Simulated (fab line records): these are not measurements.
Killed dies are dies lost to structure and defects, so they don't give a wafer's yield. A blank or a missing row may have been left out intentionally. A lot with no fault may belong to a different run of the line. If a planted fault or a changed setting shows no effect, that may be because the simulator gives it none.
8D (eight disciplines) problem report, filled in by code ; flow nand_harc ; the parts of the form that need people (team, actions taken, sign-off) are left out

1. THE ISSUE
Wafers with no fault read 0.979 a.u. with a standard deviation of 0.015, whereas oes_product_au at NHARC_A_STAIRCASE_ETCH_170 reads a mean of 0.687 a.u. on 1 wafer of 1 lot. Measured from the usual mean, that is -19 standard deviations.
The step: etches the open film in C4F6/O2, target depth 200 nm, time 66.667 s.
First observed at day 17 06:44: wafer L379.1, on rie_diel-05. Wafers with a number at this step in the record: 39, from 13 lots. The rule behind "out" and "out of limits": a value lying over 4 standard deviations away from the usual mean. The rest of the wafers with a number are treated as sound.

2. WHAT IT IS AND WHAT IT IS NOT
question;is;is not
which readings at this step;oes_product_au;drypump_motor_current_A, rf_vpp_V, showerhead_plenum_p_Torr, throttle_valve_pct
which lots;L379;L376, L377, L380, L382, L389, L390, L391, L392, L393, L394, L395, L397
which wafers of those lots;L379.1;L379.4, L379.5
read on which tools;rie_diel-05;rie_diel-09, rie_diel-12
when;from day 17 06:44;"up to then (11 sound wafers); but 27 sound wafers of L382, L389, L390, L391, L392, L393, L394, L395, L397 came after"

3. WHAT RULES OUT EACH SUSPECT
Counting: if a tool at a process step up to the reading ran every lot that is out, it stays a suspect. Sound lots after the first of them don't rule it out here, since some wafers of a struck lot are sound.
- rie_diel-05 at NHARC_A_STAIRCASE_ETCH_170 (etches the open film in C4F6/O2, target depth 200 nm, time 66.667 s): kept. It processed L379, the lot that is out, at day 17 06:44, and its most recent sound lot before then was L376 at day 15 14:05. On those wafers its own readings are out: oes_product_au.
Left after counting: rie_diel-05 at NHARC_A_STAIRCASE_ETCH_170.

4. THE CAUSE (what the simulator had put in)
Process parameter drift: rie_diel-05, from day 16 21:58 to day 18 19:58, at NHARC_A_STAIRCASE_ETCH_170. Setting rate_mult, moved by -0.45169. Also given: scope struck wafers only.
This tool alone remained once counting was done.

5. SEQUENCE OF EFFECTS, ordered by route
Rows list readings where the struck wafers' mean (over those with a number) sits beyond 3 standard deviations from the usual. Scope: only readings with a usual standard deviation given in the record; hours: median across lots of the time from each lot's start at the first step in this table that gives one to its start at this step; sigmas: change in usual standard deviations.
hours;step;reading;usual;on struck wafers;change;sigmas
0;NHARC_A_STAIRCASE_ETCH_170;oes_product_au;0.979 a.u.;0.687;-0.292;-19
Its process steps:
- NHARC_A_STAIRCASE_ETCH_170: etches the open film in C4F6/O2, target depth 200 nm, time 66.667 s.

6. WHAT WOULD HAVE CAUGHT IT SOONER
In this record the first reading out of limits was taken at day 17 06:44, 9 hours after the fault began at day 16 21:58.
